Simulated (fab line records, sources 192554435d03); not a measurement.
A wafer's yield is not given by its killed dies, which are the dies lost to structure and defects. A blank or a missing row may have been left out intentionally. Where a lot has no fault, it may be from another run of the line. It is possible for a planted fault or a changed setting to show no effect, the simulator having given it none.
Comparing a struck lot with a sound one    flow n5Finfet    45 steps out of a route of 1938
Sound: these wafers, L908.1, L908.3, L908.5. Wafers struck: L912.3, L912.4, L912.6. The cause is given at the end.
For every step that has rows: the tool of each side, followed by ch and its chambers, followed by its first start. Under that, the readings that differ: sound wafers    struck wafers    difference of the means    sigmas: that difference in standard deviations of wafers without a fault.
alike: same words and numbers on both sides, and readings whose means sit less than 2 such deviations apart. not compared: any withheld reading, any reading some wafer has no value for, any bound like >300 that may hide the same value, and any number with overlapping values for which the record gives no deviation.
Wherever a step has rows on one side only, a row that says differs or no value, or a row with sigmas, the two part there. Numbers that don't overlap but have no deviation are shown without sigmas and don't part them. Lack of a reading on every wafer of one side parts them only where that side has two or more wafers.

first, 11 steps without rows for these wafers: N5_BEOL_M2_DESCUM_33 (chemistry O2, time 7 s); N5_BEOL_M2_ETCH_77 (etches underlayer in N2/H2, target depth 6.5 nm, time 5.2 s); N5_BEOL_M2_ETCH_69 (etches SiARC in CF4, target depth 15.6 nm, time 26 s); N5_BEOL_M2_ALD_98 (deposits SiO2, target thk 2.5 nm, pulse time 1 s, co reactant pulse time 1 s); N5_BEOL_M2_ETCHBACK_99 (etches SiO2 in CHF3, target depth 5 nm, time 10.4 s); N5_BEOL_M2_ETCH_70 (etches SOC in N2/H2, target depth 80 nm, overetch 24 nm, time 130 s); N5_BEOL_M2_STRIP_71 (strips in N2/H2); N5_BEOL_M2_STRIP_78 (strips in N2/H2); N5_BEOL_M2_VIA_ETCH_34 (etches the open film in C4F6/O2, target depth 69.4 nm, time 65.9 s); N5_BEOL_M2_STRIP_83 (strips in C4F6/O2); N5_BEOL_M2_STRIP_36 (strips in N2/H2).
N5_BEOL_M2_TRENCH_ETCH_37: etches SiOC in C4F6/O2, target depth 55.555 nm, time 29.2 s.
  sound on rieDiel-01 ch 1,2, day 8 21:32; struck on rieDiel-01 ch 1,3, day 9 18:53
reading                            sound              struck             difference  sigmas
runLengthS (s)                     52.8 52.7 52.7     55.8 55.8 55.8     +3.1        +9
model.etch.depthNm (nm)            55.42 56.61 56.11  62.38 62.58 61.43  +6.08       
model.BEOL_M2.featureDepthNm (nm)  55.4 56.6 56.2     62.4 62.6 61.4     +6.1        
  alike: drypumpMotorCurrentA, mfcArSccm, oesProductAu, rfVppV, showerheadPlenumPTorr, throttleValvePct
  not compared: rfHoursCounterH, model.TiN_of_BEOL_M2_HM_DEP_02.thkNm
then, 2 steps without rows for these wafers: N5_BEOL_M2_ETCH_41 (etches SiCN in CH3F/O2, target depth 29.9 nm, time 52.5 s); N5_BEOL_M2_STRIP_97 (strips in N2/H2, time 10 s).
N5_BEOL_M2_OCD_MEAS_38:
  sound: ocd-02 at day 8 21:41; struck: ocd-01 at day 9 19:02
reading             sound           struck          difference  sigmas
trenchDepthNm (nm)  55.1 57.0 56.3  62.4 62.7 62.3  +6.3        +6
then, 25 steps without rows for these wafers: N5_BEOL_M2_HM_STRIP_39 (strips TiN in peroxide tin strip, target depth 25 nm, time 158 s); N5_BEOL_M2_SRD_40 (time 30 s); N5_BEOL_M2_PRECLEAN_42 (cleans in residue remover, time 60 s); N5_BEOL_M2_SRD_43 (time 30 s); N5_BEOL_M2_DEGAS_44 (time 60 s); N5_BEOL_M2_PRE_CLEAN_45 (time 30 s); N5_BEOL_M2_ALD_84 (deposits TaN, pulse time 2 s, purge time 3 s, co reactant purge time 2 s); N5_BEOL_M2_SURFACE_TREAT_85; N5_BEOL_M2_CVD_47 (deposits Co from CCTBA/H2, target thk 3 nm, time 223.8 s); N5_BEOL_M2_SPUTTER_48 (material Cu, target thk 4.5 nm, time 8.29 s); N5_BEOL_M2_ANNEAL_49 (time 240 s); N5_BEOL_M2_SPUTTER_79 (material Cu, target thk 4.5 nm, time 8.29 s); N5_BEOL_M2_ANNEAL_80 (time 240 s); N5_BEOL_M2_SPUTTER_81 (material Cu, target thk 4.5 nm, time 8.29 s); N5_BEOL_M2_ANNEAL_82 (time 240 s); N5_BEOL_M2_SPUTTER_86 (material Cu, target thk 4.5 nm, time 8.29 s); N5_BEOL_M2_ANNEAL_87 (time 240 s); N5_BEOL_M2_SPUTTER_88 (material Cu, target thk 4.5 nm, time 8.29 s); N5_BEOL_M2_ANNEAL_89 (time 240 s); N5_BEOL_M2_SPUTTER_90 (material Cu, target thk 4.5 nm, time 8.29 s); N5_BEOL_M2_ANNEAL_91 (time 240 s); N5_BEOL_M2_SPUTTER_92 (material Cu, target thk 4.5 nm, time 8.29 s); N5_BEOL_M2_ANNEAL_93 (time 240 s); N5_BEOL_M2_SPUTTER_94 (material Cu, target thk 4.5 nm, time 8.29 s); N5_BEOL_M2_ANNEAL_95 (time 240 s).
N5_BEOL_M2_CMP_52: polishes, stops on SiOC, t overpolish 6.8 s, target thk 40 nm.
  sound on cmp-04 ch 2,3, day 9 01:01; struck on cmp-04 ch 0,2, day 9 22:44
reading                                sound           struck          difference  sigmas
model.Cu_of_BEOL_M2_ECD_50.thkNm (nm)  39.6 40.4 38.8  45.6 46.6 45.8  +6.4        
  alike: barrierFieldEndpointS, motorCurrentA, overpolishRunS, retainingRingPressureFrac, timeToEndpointS
N5_BEOL_M2_THK_MEAS_53: measures by xrf.
  sound: filmMetro-01 at day 9 01:19; struck: filmMetro-01 at day 9 23:00
reading      sound           struck          difference  sigmas
M2_THK (nm)  40.2 40.8 39.3  46.0 47.0 46.1  +6.3        +4
N5_BEOL_M2_RS_MEAS_58: measures by four-point-probe.
  sound: filmMetro-02 at day 9 01:34; struck: filmMetro-02 at day 9 23:17
reading         sound           struck          difference  sigmas
M2_RS (ohm/sq)  0.67 0.66 0.69  0.56 0.55 0.56  -0.12       -3
N5_BEOL_M4_RC_MEAS_101:
  sound on prober-02 ch 0, day 9 15:53; struck on prober-02 ch 0, day 10 23:05
  alike: DIBL_N, DIBL_P, IOFF_N, IOFF_P, ION_N, ION_P, SS_N, SS_P, VT_N, VT_P
-- record jumps: 4 days separate the struck wafers' starts on either side; left off in module BEOL_M4, taken up again in module PASSIVATION, whose first shown step is the route's number 1936 --
N5_PASSIVATION_PROBE_49:
  sound: prober-01 at day 14 02:12; struck: prober-02 at day 15 03:07
  alike: defectLimitedYield, killed_at_M0_to_M3, killed_at_M4_up, killedAtContacts, killedAtFrontEnd, killedAtOther, killedDies, killedOpen, killedShort, sort_bin_5_function, sort_bin_6_memory, sortNPass, sortYieldPct

== WHERE THEY PART ==
At N5_BEOL_M2_TRENCH_ETCH_37 first; at N5_BEOL_M2_RS_MEAS_58 last (within this record only). Later steps at which nothing parts them and some readings are alike: N5_BEOL_M4_RC_MEAS_101, N5_PASSIVATION_PROBE_49.

WHY: the cause the simulator had injected
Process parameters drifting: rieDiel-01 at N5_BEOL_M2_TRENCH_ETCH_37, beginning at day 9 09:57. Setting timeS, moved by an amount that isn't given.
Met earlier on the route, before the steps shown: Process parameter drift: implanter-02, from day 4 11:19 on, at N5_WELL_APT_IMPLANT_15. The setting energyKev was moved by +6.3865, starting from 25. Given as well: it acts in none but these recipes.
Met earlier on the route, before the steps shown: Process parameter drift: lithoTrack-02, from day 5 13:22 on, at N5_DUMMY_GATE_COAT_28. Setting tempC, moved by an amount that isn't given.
